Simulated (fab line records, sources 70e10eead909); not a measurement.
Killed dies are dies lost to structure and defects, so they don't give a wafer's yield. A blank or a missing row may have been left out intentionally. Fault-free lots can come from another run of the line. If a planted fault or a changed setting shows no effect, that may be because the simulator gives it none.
fab line records | flow nandHarc
record lots=11 wafers=33 lastDay=24
route steps=1159 shown A_BLC@974 A_M0@1001 END@1159
lots that met no fault: taken from a fault-free run of the same line
startH: hours from the record's opening day to when the first of the lot's shown wafers began | waitH: hours since the lot's step before | " identical to the entry in the row above | L1.1+2: a single row standing in for several wafers | - no value present, or no start provided | * or withheld: withheld | < > ~ a bound
route shown NAME@n: names a module that has steps shown in the file, with the first one's number in the route | usual: average and standard deviation across the fault-free wafers | same: alike in all rows | chamber/n: place in a boat | sites: each site's reading | _std_site: the values' standard deviation | _edge_site: outer sites' mean less inner sites' | radiusMm: how far each site lies from the wafer's centre | mask NAME#n: copy n | behind: the last tool/chamber to shape the wafer | hold: what put the lot on hold/how long, in hours/how the hold closed | device: names the non-switching transistor (n, p or np) | end of line: the same wafers' tests at the end of the route | a step given without rows: its recipe and nothing more | killed: count of dies lost to structure and defects at first sort (not the wafer's yield) | map: shows each die of a wafer: x if killed, . if not, _ if none is there
set.NAME: the setting that was run; set.NAME@STEP: the one run at that earlier step | model.NAME: the simulator's own value behind a step, which no gauge read
route steps across a sampled set of lots; one table per step, one row per wafer
services: the hour from which a tool's chamber was out of use, counted from the record's first day as startH (under 0 if before that day), plus the number of hours and why
## steps
# step NHARC_A_BLC_CD_MEAS_10
# recipe targetCdNm=100 landingEnergyEv=500
# usual cdNm=99.9/0.53
# columns lot.wafer tool chamber startH waitH cdNm
L165.1 cdSem-01 0 405.13 - 99.6
L165.5 " 0 " " 99.6
L165.6 " 0 " " 100.0
L168.1 cdSem-03 0 405.89 - 100.9
L168.5 " 0 " " 100.6
L168.6 " 0 " " 100.6
L167.2 cdSem-01 0 407.07 - 99.8
L167.3 " 0 " " 99.6
L167.5 " 0 " " 99.2
L170.1 cdSem-03 0 434.03 - 99.6
L170.2 " 0 " " 98.8
L170.5 " 0 " " 99.2
L176.1 cdSem-02 0 459.24 - 100.4
L176.3 " 0 " " 100.6
L176.6 " 0 " " 100.3
L177.3 cdSem-02 0 461.81 - 99.6
L177.5 " 0 " " 100.1
L177.6 " 0 " " 100.3
L175.1 cdSem-01 0 474.99 - 100.4
L175.5 " 0 " " 100.4
L175.6 " 0 " " 100.8
L179.1 cdSem-01 0 475.71 - 100.3
L179.2 " 0 " " 99.5
L179.5 " 0 " " 100.2
L184.1 cdSem-01 0 500.05 - 99.6
L184.3 " 0 " " 99.6
L184.4 " 0 " " 98.8
L185.1 cdSem-02 0 524.09 - 100.0
L185.2 " 0 " " 99.6
L185.3 " 0 " " 100.3
L186.2 cdSem-03 0 525.61 - 100.3
L186.4 " 0 " " 100.1
L186.6 " 0 " " 100.0
# step NHARC_A_M0_EXPOSE_06
# recipe na=1.35 targetCdNm=80 doseMj=83.25 maskId=A_M0
# usual exposureDoseMJCm2=83.26/0.084
# columns lot.wafer tool chamber startH waitH mask exposureDoseMJCm2
L165.1 arfiScanner-02 0 411.90 - A_M0#0 83.15
L165.5 " 0 " " A_M0#0 83.07
L165.6 " 0 " " A_M0#0 83.22
L168.1 arfiScanner-01 0 412.36 - A_M0#0 83.20
L168.5 " 0 " " A_M0#0 83.22
L168.6 " 0 " " A_M0#0 83.22
L167.2 arfiScanner-01 0 416.58 - A_M0#0 83.30
L167.3 " 0 " " A_M0#0 83.22
L167.5 " 0 " " A_M0#0 83.14
L170.1 arfiScanner-02 0 438.22 - A_M0#0 83.38
L170.2 " 0 " " A_M0#0 83.35
L170.5 " 0 " " A_M0#0 83.26
L176.1 arfiScanner-02 0 463.21 - A_M0#0 83.22
L176.3 " 0 " " A_M0#0 83.32
L176.6 " 0 " " A_M0#0 83.35
L177.3 arfiScanner-02 0 465.78 - A_M0#0 79.11
L177.5 " 0 " " A_M0#0 78.94
L177.6 " 0 " " A_M0#0 79.08
L175.1 arfiScanner-01 0 487.66 - A_M0#0 83.25
L175.5 " 0 " " A_M0#0 83.37
L175.6 " 0 " " A_M0#0 83.32
L179.1 arfiScanner-02 0 488.15 - A_M0#0 79.94
L179.2 " 0 " " A_M0#0 79.90
L179.5 " 0 " " A_M0#0 79.91
L184.1 arfiScanner-03 0 508.74 - A_M0#0 83.36
L184.3 " 0 " " A_M0#0 83.34
L184.4 " 0 " " A_M0#0 83.45
L185.1 arfiScanner-01 0 528.98 - A_M0#0 83.30
L185.2 " 0 " " A_M0#0 83.23
L185.3 " 0 " " A_M0#0 83.18
L186.2 arfiScanner-01 0 530.13 - A_M0#0 83.40
L186.4 " 0 " " A_M0#0 83.31
L186.6 " 0 " " A_M0#0 83.28
# step NHARC_A_M0_CD_MEAS_09
# recipe targetCdNm=80 landingEnergyEv=500
# usual cdNm=80.1/0.61
# columns lot.wafer tool chamber startH waitH cdNm
L165.1 cdSem-02 0 412.04 - 80.5
L165.5 " 0 " " 80.5
L165.6 " 0 " " 80.0
L168.1 cdSem-03 0 412.49 - 80.7
L168.5 " 0 " " 80.6
L168.6 " 0 " " 80.8
L167.2 cdSem-03 0 416.72 - 80.6
L167.3 " 0 " " 80.0
L167.5 " 0 " " 79.6
L170.1 cdSem-01 0 438.37 - 81.2
L170.2 " 0 " " 79.7
L170.5 " 0 " " 80.2
L176.1 cdSem-03 0 463.35 - 80.7
L176.3 " 0 " " 80.2
L176.6 " 0 " " 79.3
L177.3 cdSem-01 0 465.92 - 77.3
L177.5 " 0 " " 76.1
L177.6 " 0 " " 75.8
L175.1 cdSem-03 0 487.80 - 81.5
L175.5 " 0 " " 79.9
L175.6 " 0 " " 80.1
L179.1 cdSem-02 0 488.29 - 76.4
L179.2 " 0 " " 76.2
L179.5 " 0 " " 76.7
L184.1 cdSem-03 0 508.90 - 79.4
L184.3 " 0 " " 79.7
L184.4 " 0 " " 79.7
L185.1 cdSem-02 0 529.12 - 80.5
L185.2 " 0 " " 80.2
L185.3 " 0 " " 80.7
L186.2 cdSem-01 0 530.27 - 80.1
L186.4 " 0 " " 79.5
L186.6 " 0 " " 79.8
# step NHARC_A_M0_CD_MEAS_16
# usual cdNm=80.0/0.8
# columns lot.wafer tool chamber startH waitH cdNm
L165.1 cdSem-01 - 412.53 - 79.7
L165.5 " - " " 80.0
L165.6 " - " " 80.4
L168.1 cdSem-02 - 412.98 - 79.9
L168.5 " - " " 80.8
L168.6 " - " " 80.8
L167.2 cdSem-02 - 417.21 - 79.7
L167.3 " - " " 80.1
L167.5 " - " " 78.8
L170.1 cdSem-01 - 438.85 - 81.3
L170.2 " - " " 79.1
L170.5 " - " " 80.7
L176.1 cdSem-03 - 463.84 - 79.9
L176.3 " - " " 79.8
L176.6 " - " " 78.4
L177.3 cdSem-03 - 466.40 - 77.6
L177.5 " - " " 76.5
L177.6 " - " " 76.1
L175.1 cdSem-03 - 488.29 - 80.7
L175.5 " - " " 79.8
L175.6 " - " " 79.8
L179.1 cdSem-03 - 488.79 - 76.5
L179.2 " - " " 76.3
L179.5 " - " " 77.3
L184.1 cdSem-02 - 509.44 - 80.1
L184.3 " - " " 79.5
L184.4 " - " " 80.0
L185.1 cdSem-02 - 529.60 - 79.9
L185.2 " - " " 80.0
L185.3 " - " " 80.5
L186.2 cdSem-03 - 530.75 - 80.4
L186.4 " - " " 79.4
L186.6 " - " " 78.7
# step NHARC_A_M0_STRIP_18
# recipe powerW=1000 n2FlowSccm=150 h2FlowSccm=150 arFlowSccm=0 biasW=0 chemistry=N2/H2
# usual drypumpMotorCurrentA=5.6/0.4 oesProductAu=0.998/0.0097 rfVppV=90.7/0.89 showerheadPlenumPTorr=2.06/0.087 throttleValvePct=14.171/0.0085
# columns lot.wafer tool chamber startH waitH drypumpMotorCurrentA oesProductAu rfHoursCounterH rfVppV showerheadPlenumPTorr throttleValvePct
L165.1 rieDiel-04 1 412.67 0.1 5.3 1.016 9 90.8 2.01 14.176
L165.6 " 3 " " 5.2 0.995 - 89.8 2.05 14.184
L165.5 " 0 " " 5.4 1.008 - 92.4 2.18 14.179
L168.1 rieDiel-04 0 413.05 0.1 5.4 1.002 10 90.7 2.18 14.170
L168.6 " 0 " " 5.4 0.998 - 91.8 2.18 14.176
L168.5 " 1 " " 5.3 0.997 - 89.7 2.01 14.184
L167.2 rieDiel-04 2 417.31 0.1 6.5 0.997 9 90.8 2.12 14.160
L167.3 " 3 " " 5.2 0.988 11 90.4 2.05 14.167
L167.5 " 2 " " 6.5 0.988 - 91.3 2.12 14.180
L170.1 rieDiel-04 2 438.93 0.1 6.4 0.994 11 91.9 2.12 14.184
L170.2 " 0 " " 5.4 1.003 12 90.6 2.18 14.168
L170.5 " 1 " " 5.2 1.012 - 90.5 2.01 14.168
L176.3 rieDiel-07 2 463.95 0.1 5.3 1.006 4 90.1 1.99 14.183
L176.1 " 3 " " 5.6 0.987 3 90.2 2.04 14.173
L176.6 " 1 " " 5.3 1.011 - 90.8 2.05 14.161
L177.3 rieDiel-07 1 466.54 0.1 5.3 1.003 3 90.9 2.05 14.169
L177.5 " 3 " " 5.6 0.990 - 90.5 2.04 14.177
L177.6 " 0 " " 6.1 0.991 - 90.3 1.91 14.163
L175.1 rieDiel-07 1 488.39 0.1 5.3 0.998 5 90.6 2.05 14.175
L175.5 " 0 " " 6.1 0.988 - 90.9 1.91 14.169
L175.6 " 1 " " 5.4 1.002 - 90.2 2.05 14.164
L179.2 rieDiel-04 2 488.86 0.1 6.5 0.996 0 89.0 2.12 14.171
L179.1 " 0 " " 5.4 0.996 0 91.0 2.18 14.174
L179.5 " 3 " " 5.2 0.996 - 89.7 2.05 14.172
L184.4 rieDiel-04 1 509.54 0.1 5.3 1.008 2 90.7 2.01 14.174
L184.1 " 2 " " 6.5 0.993 2 91.2 2.12 14.179
L184.3 " 3 " " 5.2 0.995 2 91.2 2.05 14.179
L185.1 rieDiel-02 2 529.68 0.1 5.7 1.002 2 91.0 2.17 14.160
L185.2 " 3 " " 5.8 0.996 2 92.2 2.20 14.156
L185.3 " 1 " " 5.8 1.009 1 91.8 1.99 14.168
L186.2 rieDiel-02 3 530.82 0.1 5.8 0.990 2 90.8 2.20 14.159
L186.4 " 1 " " 5.8 0.996 1 91.6 1.99 14.173
L186.6 " 3 " " 5.8 0.988 - 91.9 2.20 14.167
# step NHARC_A_M0_PRE_CLEAN_29
# recipe timeS=30 tempC=280 gas=H2/He
# usual heaterPowerW=418/48
# columns lot.wafer tool chamber startH waitH heaterPowerW
L165.1 pvdSputter-01 - - - 379
L165.5 " - " " 406
L165.6 " - " " 436
L168.1 pvdSputter-03 - - - 476
L168.6 " - " " 472
L168.5 " - " " 429
L167.3 pvdSputter-01 - - - 378
L167.2 " - " " 337
L167.5 " - " " 427
L170.1 pvdSputter-01 - - - 382
L170.2 " - " " 392
L170.5 " - " " 336
L176.3 pvdSputter-02 - - - 468
L176.1 " - " " 412
L176.6 " - " " 482
L177.3 pvdSputter-01 - - - 332
L177.5 " - " " 333
L177.6 " - " " 397
L175.1 pvdSputter-02 - - - 489
L175.6 " - " " 447
L175.5 " - " " 411
L179.2 pvdSputter-03 - - - 469
L179.1 " - " " 512
L179.5 " - " " 354
L184.4 pvdSputter-03 - - - 464
L184.3 " - " " 434
L184.1 " - " " 357
L185.2 pvdSputter-01 - - - 465
L185.1 " - " " 386
L185.3 " - " " 335
L186.2 pvdSputter-03 - - - 424
L186.4 " - " " 456
L186.6 " - " " 518
# step NHARC_END_SORT_01
# recipe tempC=25
# usual defectLimitedYield=95.4/1.3 killedAtArray=27/8 killedAtOther=0.8/1.2 killedAtPeriphery=3.3/2.3 killedDies=31/8.8 killedOpen=3.2/2.1 killedShort=2.1/1.4 sort_bin_2_pct=1.4/0.55 sort_bin_3_pct=0.25/0.2 sort_bin_4_pct=2.9/0.92 sortNPass=646/8.8 sortRimYieldPct=95.5/2.7 sortYieldPct=95.4/1.3
# same grossDies=677 sort_bin_5_pct[%]=0 sort_bin_6_pct[%]=0 sort_bin_7_pct[%]=0 sort_bin_8_pct[%]=0 sortRimNGross=106.00
# columns lot.wafer tool chamber startH waitH defectLimitedYield[%] killedAtArray killedAtOther killedAtPeriphery killedDies killedOpen killedShort sort_bin_2_pct[%] sort_bin_3_pct[%] sort_bin_4_pct[%] sortNPass sortRimYieldPct[%] sortYieldPct[%]
L176.1 prober-01 0 508.45 2.5 95.9 20 3 5 28 4 3 1.2 0.30 2.7 649 100.0 95.9
L176.3 prober-01 0 510.05 3.1 96.0 24 2 1 27 5 1 1.3 0.30 2.4 650 99.1 96.0
L176.6 prober-01 0 512.45 4.0 96.2 20 3 3 26 1 4 0.9 0 3.0 651 92.5 96.2
L175.1 prober-01 0 529.78 2.6 92.9 43 4 1 48 1 1 3.2 0.59 3.2 629 98.1 92.9
L175.5 prober-01 0 532.99 3.7 95.3 30 0 2 32 2 0 1.3 0.30 3.1 645 93.4 95.3
L175.6 prober-01 0 533.79 4.0 94.7 29 2 5 36 2 1 1.2 0.15 4.0 641 94.3 94.7
L179.2 prober-02 0 538.44 2.8 96.6 20 1 2 23 2 4 0.6 0.15 2.7 654 98.1 96.6
L185.1 prober-01 0 569.30 2.5 92.6 42 0 8 50 2 1 3.1 0.74 3.5 627 88.7 92.6
L185.2 prober-01 0 570.10 2.8 90.1 60 0 7 67 0 2 2.7 0.44 6.8 610 92.5 90.1
L185.3 prober-01 0 570.90 3.1 92.0 50 0 4 54 2 3 2.5 0.44 5.0 623 98.1 92.0
L186.2 prober-02 0 570.11 2.8 95.3 32 0 0 32 9 2 1.5 0.15 3.1 645 96.2 95.3
L186.4 prober-02 0 571.71 3.4 95.0 32 1 1 34 3 4 1.9 0.15 3.0 643 95.3 95.0
L186.6 prober-02 0 573.31 4.0 95.6 24 0 6 30 5 3 1.3 0.30 2.8 647 97.2 95.6
# killed by level:class
L176.1 A_SLIT:chamberFilmFlake=9 A_CHANNEL_HOLE_D1:chamberFilmFlake=4 THIN_TSV:chamberFilmFlake=3 P_CONTACT:geometricParticle:open=2 P_STI:chamberFilmFlake=2 A_STAIRCASE:chamberFilmFlake=2 A_ONON_D1:geometricParticle:short=1 A_WL_FILL:geometricParticle:short=1
L176.3 A_SLIT:chamberFilmFlake=13 A_WL_FILL:geometricParticle:open=2 A_M0:geometricParticle:open=2 A_CHANNEL_HOLE_D1:chamberFilmFlake=2 A_CONTACT:chamberFilmFlake=2 THIN_TSV:chamberFilmFlake=2 A_CHANNEL_FILL_D1:geometricParticle:short=1 A_SLIT:geometricParticle:open=1
L176.6 A_SLIT:chamberFilmFlake=11 A_STAIRCASE:chamberFilmFlake=3 THIN_TSV:chamberFilmFlake=3 P_STI:chamberFilmFlake=2 A_ONON_D1:geometricParticle:short=1 A_STAIRCASE:geometricParticle:short=1 A_WL_FILL:geometricParticle:short=1 A_WL_FILL:geometricParticle:open=1
L175.1 A_CHANNEL_HOLE_D1:chamberFilmFlake=18 A_SLIT:chamberFilmFlake=17 THIN_TSV:chamberFilmFlake=4 A_STAIRCASE:chamberFilmFlake=3 A_CONTACT:chamberFilmFlake=3 A_CONTACT:geometricParticle:short=1 A_BLC:geometricParticle:open=1 P_STI:chamberFilmFlake=1
L175.5 A_CHANNEL_HOLE_D1:chamberFilmFlake=14 A_SLIT:chamberFilmFlake=14 P_M2:geometricParticle:open=1 A_CONTACT:geometricParticle:open=1 P_BONDPAD:chamberFilmFlake=1 A_STAIRCASE:chamberFilmFlake=1
L175.6 A_CHANNEL_HOLE_D1:chamberFilmFlake=15 A_SLIT:chamberFilmFlake=10 A_CONTACT:chamberFilmFlake=3 P_ZERO_WELL:chamberFilmFlake=2 THIN_TSV:chamberFilmFlake=2 P_GATE:geometricParticle:open=1 P_M0:geometricParticle:open=1 P_M1:geometricParticle:short=1
L179.2 A_CONTACT:chamberFilmFlake=6 A_CHANNEL_HOLE_D1:chamberFilmFlake=4 A_STAIRCASE:chamberFilmFlake=3 A_ONON_D1:geometricParticle:short=1 A_CHANNEL_FILL_D1:geometricParticle:short=1 A_CONTACT:geometricParticle:short=1 A_BLC:geometricParticle:short=1 A_M1:geometricParticle:open=1
L185.1 A_CHANNEL_HOLE_D1:chamberFilmFlake=22 A_SLIT:chamberFilmFlake=15 P_M0:chamberFilmFlake=4 P_GATE:chamberFilmFlake=2 A_CONTACT:chamberFilmFlake=2 A_CHANNEL_FILL_D1:geometricParticle:short=1 A_WL_FILL:geometricParticle:open=1 A_M0:geometricParticle:open=1
L185.2 A_CHANNEL_HOLE_D1:chamberFilmFlake=30 A_SLIT:chamberFilmFlake=14 A_STAIRCASE:chamberFilmFlake=8 P_M0:chamberFilmFlake=5 A_CONTACT:chamberFilmFlake=5 P_GATE:chamberFilmFlake=2 A_CHANNEL_FILL_D1:geometricParticle:short=1 A_WL_FILL:geometricParticle:short=1
L186.2 A_CONTACT:chamberFilmFlake=10 A_CHANNEL_HOLE_D1:chamberFilmFlake=5 A_CONTACT:geometricParticle:open=3 A_BLC:geometricParticle:open=2 A_WL_FILL:chamberFilmFlake=2 A_SOURCE_PLATE:geometricParticle:open=1 A_ONON_D1:geometricParticle:open=1 A_CHANNEL_HOLE_D1:geometricParticle:open=1
L185.3 A_CHANNEL_HOLE_D1:chamberFilmFlake=24 A_SLIT:chamberFilmFlake=19 P_M0:chamberFilmFlake=2 A_CONTACT:chamberFilmFlake=2 P_STI:geometricParticle:short=1 A_ONON_D1:geometricParticle:short=1 A_CHANNEL_FILL_D1:geometricParticle:open=1 A_WL_FILL:geometricParticle:short=1
L186.4 A_CHANNEL_HOLE_D1:chamberFilmFlake=8 A_CONTACT:chamberFilmFlake=6 A_BLC:chamberFilmFlake=6 A_STAIRCASE:chamberFilmFlake=3 A_ONON_D1:geometricParticle:short=2 A_CHANNEL_FILL_D1:chamberFilmFlake=2 P_M1:geometricParticle:open=1 A_ONON_D1:geometricParticle:open=1
L186.6 A_CHANNEL_HOLE_D1:chamberFilmFlake=6 A_CONTACT:chamberFilmFlake=5 A_BLC:chamberFilmFlake=4 A_STAIRCASE:chamberFilmFlake=3 A_ONON_D1:geometricParticle:short=2 A_CONTACT:geometricParticle:open=2 P_CONTACT:geometricParticle:open=1 P_M0:geometricParticle:open=1
## services
# columns tool chamber startH hours kind
pvdSputter-02 - 392.00 10.0 pm
rieDiel-04 - 393.66 0.3 repair
rieDiel-04 0 396.22 - clean
rieDiel-04 1 396.22 - clean
rieDiel-04 2 396.22 - clean
rieDiel-07 - 405.52 9.0 pm
arfiScanner-03 - 423.27 0.8 repair
arfiScanner-02 - 428.00 4.0 pm
arfiScanner-01 - 434.33 5.7 repair
rieDiel-04 3 435.95 5.2 repair
pvdSputter-03 - 440.19 3.5 repair
rieDiel-07 1 452.43 3.9 repair
arfiScanner-01 - 453.33 4.4 repair
pvdSputter-03 - 458.00 10.0 pm
rieDiel-04 - 466.22 9.0 pm
arfiScanner-01 - 472.00 0.9 repair
arfiScanner-03 - 484.00 4.0 pm
arfiScanner-03 - 500.02 1.6 repair
rieDiel-02 1 501.19 7.4 repair
rieDiel-02 - 504.70 9.0 pm
pvdSputter-03 - 505.02 1.3 repair
rieDiel-07 0 508.92 10.8 repair
pvdSputter-01 - 514.04 10.0 pm
arfiScanner-02 - 522.25 2.2 repair
## key
firstSign step=NHARC_A_M0_EXPOSE_06 reading=exposureDoseMJCm2 direction=down sigmas=45 usual=83.26 struck=79.48
effect step=NHARC_A_M0_CD_MEAS_09 reading=cdNm direction=down sigmas=6.1 usual=80.1 struck=76.4 through=controlLoop
effect step=NHARC_A_M0_CD_MEAS_16 reading=cdNm direction=down sigmas=4.1 usual=80.0 struck=76.7 through=controlLoop
metAt NHARC_A_M0_EXPOSE_06
struckLots L177,L179
loopTrim step=NHARC_A_M0_EXPOSE_06 setting=dose lots=L179
notActingAt NHARC_A_BLC_CD_MEAS_10,NHARC_A_M0_STRIP_18,NHARC_A_M0_PRE_CLEAN_29
onsetBetween 463.21 465.78
fault kind=processParameterDrift tool=arfiScanner-02 chamber=- onsetH=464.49 steps=NHARC_A_M0_EXPOSE_06 channel=doseMj offset=-4.2217 shape=step actsIn=theseRecipesOnly stated=83.25
# loopTrim: a control loop set the setting to another value than it would have without faults
